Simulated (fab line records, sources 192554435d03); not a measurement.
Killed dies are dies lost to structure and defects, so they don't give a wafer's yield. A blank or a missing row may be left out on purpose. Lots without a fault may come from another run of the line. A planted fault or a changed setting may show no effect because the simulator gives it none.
Chamber matching | flow n5_finfet | N5_BEOL_M4_ETCHBACK_99 on rie_diel-01: 4 sister chambers
The step etches SiO2 in CHF3, target depth 5 nm, time 10.4 s. 8 wafers are shown with their chamber, then 10 later ones without.

WAFERS WITH THEIR CHAMBER
wafer  | chamber | showerhead_plenum_p_Torr (Torr) | drypump_motor_current_A (A)
L079.6 | 3       | 2.23                            | 5.7
L082.2 | 2       | 2.29                            | 5.1
L084.2 | 2       | 2.29                            | 5.0
L085.1 | 0       | 2.20                            | 6.5
L085.3 | 1       | 2.05                            | 5.7
L085.5 | 0       | 2.20                            | 6.5
L086.1 | 1       | 2.04                            | 5.8
L086.4 | 3       | 2.22                            | 5.7

WAFERS WITHOUT THEIR CHAMBER
wafer  | showerhead_plenum_p_Torr (Torr) | drypump_motor_current_A (A)
L086.5 | 2.29                            | 5.1
L089.3 | 2.22                            | 5.7
L089.4 | 2.04                            | 5.8
L089.6 | 2.22                            | 5.7
L093.1 | 2.21                            | 5.7
L093.5 | 2.19                            | 6.5
L093.6 | 2.21                            | 5.7
L094.2 | 2.19                            | 6.5
L094.4 | 2.21                            | 5.7
L094.6 | 2.19                            | 6.5

WHICH CHAMBER EACH WENT THROUGH
wafer  | from the rows above | in truth
L086.5 | 2                   | 2
L089.3 | 3                   | 3
L089.4 | 1                   | 1
L089.6 | 3                   | 3
L093.1 | 3                   | 3
L093.5 | 0                   | 0
L093.6 | 3                   | 3
L094.2 | 0                   | 0
L094.4 | 3                   | 3
L094.6 | 0                   | 0
Placed correctly: 10 of 10. Can't be placed from these rows: 0. Placed wrongly: 0.
How it was worked out, from the rows above alone: a wafer's distance from a chamber is the root of the sum, over the readings, of the square of ((its reading less the chamber's mean) divided by the reading's scatter). The wafer belongs to the nearest chamber; if the next one is less than 2 further off, it can't be placed. A chamber's mean is the mean of its shown wafers. The scatter: the root of (the sum of the squares of (reading less its chamber's mean) over the shown wafers, divided by (wafers less chambers)).
